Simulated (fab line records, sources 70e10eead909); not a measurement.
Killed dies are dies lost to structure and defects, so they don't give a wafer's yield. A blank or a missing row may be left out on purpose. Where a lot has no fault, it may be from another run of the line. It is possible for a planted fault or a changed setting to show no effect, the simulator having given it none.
Which tool is to blame? ; flow nand-harc ; Sampling: 6 lots, 18 wafers, 2 of 1159 route steps

== WHAT THE GAUGES READ, wafer by wafer ==
NHARC_P_ZERO_WELL_CD_MEAS_24: the cd target is 720 nm.
lot;measured;on;cd-nm (nm)
L375;day 2 02:35;cd-sem-03;721.9 718.9 719.6
L378;day 2 20:33;cd-sem-01;719.1 718.4 717.9
L381;day 3 14:29;cd-sem-01;715.5 718.2 717.4
L384;day 4 08:31;cd-sem-03;719.5 718.0 719.9
L393;day 6 14:28;cd-sem-02;719.9 719.0 718.3
L395;day 7 02:35;cd-sem-03;717.4 719.5 721.9

== WHICH TOOL RAN EACH LOT (tool, then ch and the chambers of the sampled wafers, then the start) ==
lot;NHARC_P_ZERO_WELL_EXPOSE_21
L375;krf-scanner-02 ch 0, day 2 02:26
L378;krf-scanner-01 ch 0, day 2 20:23
L381;krf-scanner-01 ch 0, day 3 14:20
L384;krf-scanner-02 ch 0, day 4 08:22
L393;krf-scanner-01 ch 0, day 6 14:18
L395;krf-scanner-04 ch 0, day 7 02:26
- NHARC_P_ZERO_WELL_EXPOSE_21: exposes mask P NWELL, target cd 720 nm.

== THE ANSWER, worked out from the rows above alone ==
Rule: usual is defined by the lots themselves. Put in order of their means at a reading, lots are off if they are a third of the lots or fewer, leave a main group of 4 or more, and stand apart from it by a gap of 3 or more times the standard deviation of the main group's means; of several such gaps the widest counts. If all means in a main group match to the digits the tables above print for the reading, that group is not used. Also off: a lot with no number at a reading for which 4 or more lots have one. The other lots that the step has rows for count as sound.
No lot is off at any reading shown: from this, nothing can be told.

== WHAT WAS PUT IN BY THE SIMULATOR ==
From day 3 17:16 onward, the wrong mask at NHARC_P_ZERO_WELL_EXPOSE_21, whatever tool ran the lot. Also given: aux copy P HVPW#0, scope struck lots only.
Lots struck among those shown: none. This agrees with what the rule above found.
